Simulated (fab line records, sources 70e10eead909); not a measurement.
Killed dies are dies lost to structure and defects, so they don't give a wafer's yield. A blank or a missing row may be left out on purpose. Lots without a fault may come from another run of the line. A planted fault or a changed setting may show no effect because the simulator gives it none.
One fault seen from 2 desks | flow nand_harc | each desk has only its own numbers; what lay behind them comes last

THE TOOL OWNER'S DESK: rie_diel-06
The tool's own readings at NHARC_A_CHANNEL_FILL_D1_ETCHBACK_08 (etches the open film in C4F8, target depth 220 nm, time 110 s): means of the sampled wafers that have a number, for each lot that ran on this tool. A lot is out of limits, marked OUT, if its mean lies more than 4 standard deviations from the usual mean; the brackets give that distance.
Columns: A = oes_product_au at NHARC_A_CHANNEL_FILL_D1_ETCHBACK_08, usual 0.95 a.u.; B = rf_fwd_power_W at NHARC_A_CHANNEL_FILL_D1_ETCHBACK_08, usual 596.0 W; C = rf_vpp_V at NHARC_A_CHANNEL_FILL_D1_ETCHBACK_08, usual 440.9 V
lot  | first seen here | A    | B               | C
L476 | day 10 07:15    | 0.92 | 595.0           | 441.3
L485 | day 12 06:50    | 1.00 | 596.7           | 440.9
L492 | day 14 16:59    | 1.05 | 691.4 (+45) OUT | 442.4
L491 | day 14 20:41    | 1.01 | 691.6 (+46) OUT | 439.9
This desk's finding: out of limits on L491, L492; first on L492, day 14 16:59 (rf_fwd_power_W at NHARC_A_CHANNEL_FILL_D1_ETCHBACK_08). In limits: L476, L485.

THE METROLOGY DESK
What the gauges read, lot by lot, whatever tool the lot ran on: means of the sampled wafers that have a number. A lot is out of limits, marked OUT, if its mean lies more than 4 standard deviations from the usual mean; the brackets give that distance.
Columns: A = thk_nm at NHARC_A_CHANNEL_FILL_D1_THK_MEAS_06, usual 5.0 nm
lot  | first seen here | A
L476 | day 10 01:37    | 5.0
L477 | day 10 15:07    | 3.6
L478 | day 10 15:07    | 5.6
L479 | day 10 22:20    | 5.0
L480 | day 10 22:20    | 4.3
L482 | day 11 18:28    | 4.6
L485 | day 12 01:14    | 3.9
L491 | day 14 10:56    | 5.3
L492 | day 14 10:56    | 4.9
L493 | day 14 10:56    | 4.8
L494 | day 14 18:29    | 5.0
L496 | day 14 22:08    | 5.7
L498 | day 15 15:49    | 5.3
This desk's finding: nothing out of limits on any of the 13 lots.

PUT TOGETHER
The tool owner's desk could have raised an alarm at day 14 16:59, on L491, L492.
The metrology desk saw nothing out of limits.
The metrology desk has L491, L492 on record, within its limits.
Of the lots named, all ran NHARC_A_CHANNEL_FILL_D1_ETCHBACK_08 on rie_diel-06.

WHAT THE SIMULATOR HAD PUT IN
Process parameter drift: rie_diel-06, from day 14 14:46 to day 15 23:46, at NHARC_A_CHANNEL_FILL_D1_ETCHBACK_08. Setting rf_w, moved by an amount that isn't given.
Lots struck among those shown: L491, L492.
Hours from the fault's start to each desk's first reading out of limits: the tool owner's desk, 2.
